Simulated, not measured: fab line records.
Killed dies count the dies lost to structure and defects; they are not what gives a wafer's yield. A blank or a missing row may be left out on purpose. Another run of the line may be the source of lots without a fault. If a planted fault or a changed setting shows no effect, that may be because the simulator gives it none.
Chamber matching    flow n5 finfet    4 sister chambers for N5_BEOL_M14_DESCUM_33 on rie diel-05
The step chemistry O2, time 7.9 s. 22 wafers are shown with their chamber, then 11 later ones without.

## WAFERS PAIRED WITH THEIR CHAMBERS
wafer   chamber  showerhead plenum p Torr (Torr)  drypump motor current A (A)  throttle valve pct (%)
L076.1  2        2.24                             6.0                          20.29
L076.2  1        2.06                             5.0                          20.19
L076.4  2        2.24                             5.9                          20.29
L075.1  3        2.12                             6.2                          20.11
L075.2  1        2.06                             5.0                          20.20
L075.3  2        2.24                             5.9                          20.28
L077.2  1        2.06                             5.0                          20.21
L077.3  3        2.12                             6.1                          20.13
L077.5  1        2.06                             5.0                          20.18
L079.1  2        2.23                             5.9                          20.30
L079.4  2        2.23                             5.9                          20.31
L079.6  0        2.24                             5.9                          19.98
L084.1  0        2.24                             5.8                          20.01
L084.2  2        2.23                             6.0                          20.32
L084.6  2        2.23                             6.0                          20.32
L085.1  2        2.23                             5.9                          20.33
L085.5  3        2.12                             6.2                          19.68
L085.6  2        2.22                             5.9                          20.35
L087.1  1        2.05                             5.0                          20.23
L087.5  2        2.22                             5.9                          20.34
L087.6  1        2.05                             5.0                          20.23
L089.1  3        2.12                             6.1                          19.67

SIGNATURES, as means of the wafers listed above
reading                   chamber 0  chamber 1  chamber 2  chamber 3  scatter within a chamber
showerhead plenum p Torr  2.2400     2.0567     2.2310     2.1200     0.00588
drypump motor current A   5.850      5.000      5.930      6.150      0.0447
throttle valve pct        19.9950    20.2067    20.3130    19.8975    0.107
Rule: a wafer's distance from a chamber is the root of the sum, over the readings, of the square of ((its reading less the chamber's mean) divided by the reading's scatter). If the next closest chamber is less than 2 further off than the closest, the wafer can't be placed; otherwise it belongs to the closest. How the scatter is found: for the shown wafers, subtract from each reading the mean of its chamber, square and add these, divide the total by (wafers less chambers), then take the root.

## WAFERS WHOSE CHAMBER IS MISSING
wafer   showerhead plenum p Torr (Torr)  drypump motor current A (A)  throttle valve pct (%)
L089.3  2.22                             6.0                          20.33
L089.4  2.23                             5.9                          20.02
L090.3  2.05                             5.0                          19.88
L090.5  2.11                             6.2                          19.68
L090.6  2.23                             5.8                          20.03
L092.2  2.22                             5.9                          20.37
L092.4  2.11                             6.2                          19.69
L092.6  2.23                             5.8                          20.03
L096.1  2.11                             6.1                          19.71
L096.4  2.05                             5.0                          19.92
L096.6  2.22                             6.0                          20.38

## WHICH CHAMBER EACH WENT THROUGH
wafer   from the rows above      in truth
L089.3  2                        2
L089.4  can't be placed: 0 or 2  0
L090.3  1                        1
L090.5  3                        3
L090.6  can't be placed: 0 or 2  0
L092.2  2                        2
L092.4  3                        3
L092.6  can't be placed: 0 or 2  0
L096.1  3                        3
L096.4  1                        1
L096.6  2                        2
8 of 11 placed correctly. From these rows, 3 cannot be placed; in 3 the true chamber is one of the candidates. Placed wrongly: 0.
